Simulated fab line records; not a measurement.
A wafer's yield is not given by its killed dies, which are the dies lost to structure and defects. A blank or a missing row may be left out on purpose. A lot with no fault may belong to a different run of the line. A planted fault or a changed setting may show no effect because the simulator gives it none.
3 desks looking at one fault	flow n5 finfet	every desk sees just its own numbers, and what lay behind them comes last

== FROM THE METROLOGY DESK ==
Means of the sampled wafers that have a number, per lot and without regard to the tool the lot ran on: this is what the gauges read. The brackets show how far a lot's mean lies from the usual mean; more than 4 standard deviations puts the lot out of limits, marked OUT.
Columns: A = cd nm at N5_WELL_APT_CD_MEAS_25, usual 200.0 nm; B = PMOS_HMC_BLK_OVL at N5_PMOS_HMC_CHANNEL_EPI_OVL_MEAS_10, usual 0.3 nm; C = HMC_CMP_THK at N5_PMOS_HMC_CHANNEL_EPI_THK_MEAS_22, usual 54.0 nm
lot	first seen here	A	B	C
L961	day 1 20:51	199.3	-0.3	53.3
L962	day 2 03:22	198.6	0.2	54.1
L964	day 2 15:01	202.1	1.4	54.2
L967	day 3 09:02	197.8	0.3	50.2
L973	day 4 21:17	200.4	0.8	54.9
L975	day 5 08:52	199.4	1.5	53.6
L976	day 5 14:48	202.3	-0.1	54.7
L977	day 5 21:06	201.0	0.6	54.1
L980	day 6 15:35	203.4	0.7	54.1
L981	day 7 01:03	198.9	1.0	53.7
L982	day 7 02:43	198.7	-0.9	54.0
L983	day 7 10:10	200.1	-0.4	53.7
Result from this desk: across the 12 lots, nothing is out of limits.

== TOOL OWNER'S DESK, rie si-04 ==
The tool's own readings at N5_PMOS_HMC_CHANNEL_EPI_FIN_RECESS_16 (chemistry HBr/Cl2, target Si, target depth 54 nm, time 18 s): means of the sampled wafers that have a number, for each lot that ran on this tool. The brackets show how far a lot's mean lies from the usual mean; more than 4 standard deviations puts the lot out of limits, marked OUT.
Columns: A = drypump motor current A at N5_PMOS_HMC_CHANNEL_EPI_FIN_RECESS_16, usual 5.7 A; B = oes product au at N5_PMOS_HMC_CHANNEL_EPI_FIN_RECESS_16, usual 0.998 a.u.; C = rf fwd power W at N5_PMOS_HMC_CHANNEL_EPI_FIN_RECESS_16, usual 794.9 W; D = throttle valve pct at N5_PMOS_HMC_CHANNEL_EPI_FIN_RECESS_16, usual 35.42 %
lot	first seen here	A	B	C	D
L961	day 1 23:40	5.7	0.987	795.3	35.44
L962	day 2 06:06	5.6	0.991	798.1	35.43
L964	day 2 18:04	5.8	0.988	794.4	35.32
L967	day 3 12:00	5.5	0.962	797.0	35.53
L981	day 7 04:19	5.5	0.993	794.0	35.40
L982	day 7 05:59	5.6	0.987	795.2	35.38
Result from this desk: across the 6 lots, nothing is out of limits.

== THE DEFECT DESK ==
Per lot, the means of the sampled wafers with a number show what the inspections along the route counted. The brackets show how far a lot's mean lies from the usual mean; more than 4 standard deviations puts the lot out of limits, marked OUT.
Columns: A = raw defect count at N5_PMOS_HMC_CHANNEL_EPI_INSPECT_30, usual 18
lot	first seen here	A
L961	day 2 02:21	17
L962	day 2 08:23	20
L964	day 2 20:21	13
L967	day 3 14:18	27
L973	day 5 02:39	18
L975	day 5 14:07	14
L976	day 5 20:05	12
L977	day 6 02:05	19
L980	day 6 21:10	15
L981	day 7 07:01	19
L982	day 7 08:22	22
L983	day 7 16:53	13
Result from this desk: across the 12 lots, nothing is out of limits.

== BROUGHT TOGETHER ==
Nothing out of limits was seen by the metrology desk.
The desk of the tool owner found nothing out of limits.
No out-of-limits result turned up at the defect desk.

== WHAT WAS PUT IN BY THE SIMULATOR ==
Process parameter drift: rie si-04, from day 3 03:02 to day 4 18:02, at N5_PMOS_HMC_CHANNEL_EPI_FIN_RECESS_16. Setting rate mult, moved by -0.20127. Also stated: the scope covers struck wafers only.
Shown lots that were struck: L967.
